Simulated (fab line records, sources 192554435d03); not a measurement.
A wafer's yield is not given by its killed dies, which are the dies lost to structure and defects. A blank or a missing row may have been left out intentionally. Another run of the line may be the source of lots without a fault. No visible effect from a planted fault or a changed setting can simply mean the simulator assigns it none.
Problem report, 8D (eight disciplines) form, completed by code ; flow n5Finfet ; the parts of the form that need people (team, actions taken, sign-off) are left out

== 1. THE ISSUE ==
At N5_MOL_CONTACT_COAG_COAT_76, spinSpeedRpm averages 1643.3 rpm over 6 wafers from 2 lots, while fault-free wafers read 1499.9 rpm, standard deviation 0.97. That is +99 or more standard deviations from the usual mean.
The step: time 60 s, resist thk 10 nm.
First seen on wafer L695.4, day 7 16:22, on lithoTrack-02. The record holds 36 wafers of 12 lots with a number at this step. By rule, "out" or "out of limits" means more than 4 standard deviations away from the usual mean. The rest of the wafers with a number are treated as sound.

== 2. WHAT IT IS, WHAT IT ISN'T ==
question;is;is not
which readings at this step;spinSpeedRpm;-
which lots;L695, L696;L687, L688, L690, L691, L692, L694, L697, L698, L704, L708
which wafers of those lots;all that have a number;-
read on which tools;lithoTrack-02;lithoTrack-03, lithoTrack-04
when;from day 7 16:22;"up to then (18 sound wafers); but 12 sound wafers of L697, L698, L704, L708 came after"

== 3. THE SUSPECTS, EACH WITH WHAT RULES IT OUT ==
Counting: a tool at any process step up to the reading remains a suspect when it ran all the lots that are out and ran no sound lot after the first of those.
- cmp-04 at N5_MOL_CONTACT_COAG_CMP_23 (polishes, stops on SiO2, t overpolish 1.5 s, target thk 0 nm): ruled out as a lasting fault. Following L695 (day 7 10:46), the first lot on it that is out, the sound lots L708 were run on it.
- lithoTrack-02 at N5_MOL_CONTACT_COAG_COAT_76 (time 60 s, resist thk 10 nm): kept. All lots that are out passed through it, beginning with L695 at day 7 16:22, and no sound lot followed; its final sound lot before that point was L694 at day 7 11:27. Out on those wafers are its own readings of spinSpeedRpm.
Left after counting: lithoTrack-02 at N5_MOL_CONTACT_COAG_COAT_76.

== 4. THE CAUSE (what the simulator had put in) ==
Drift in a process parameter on lithoTrack-02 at N5_MOL_CONTACT_COAG_COAT_76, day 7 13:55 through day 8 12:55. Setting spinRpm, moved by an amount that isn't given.
Only this tool survived the counting.

== 5. THE CHAIN OF EFFECTS, in route order ==
Each row: a reading whose mean over the struck wafers that have a number lies more than 3 standard deviations from the usual. Scope: only readings with a usual standard deviation given in the record; hours: median across lots of the time from each lot's start at the first step in this table that gives one to its start at this step; sigmas: change in usual standard deviations.
hours;step;reading;usual;on struck wafers;change;sigmas
0;N5_MOL_CONTACT_COAG_COAT_76;spinSpeedRpm;1499.9 rpm;1643.3;+143.4;+99 or more
Here are the process steps it includes:
- N5_MOL_CONTACT_COAG_COAT_76: time 60 s, resist thk 10 nm.

== 6. HOW IT WOULD HAVE BEEN CAUGHT EARLIER ==
First out-of-limits reading in this record: day 7 16:22, which is 2 hours after fault onset at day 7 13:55.
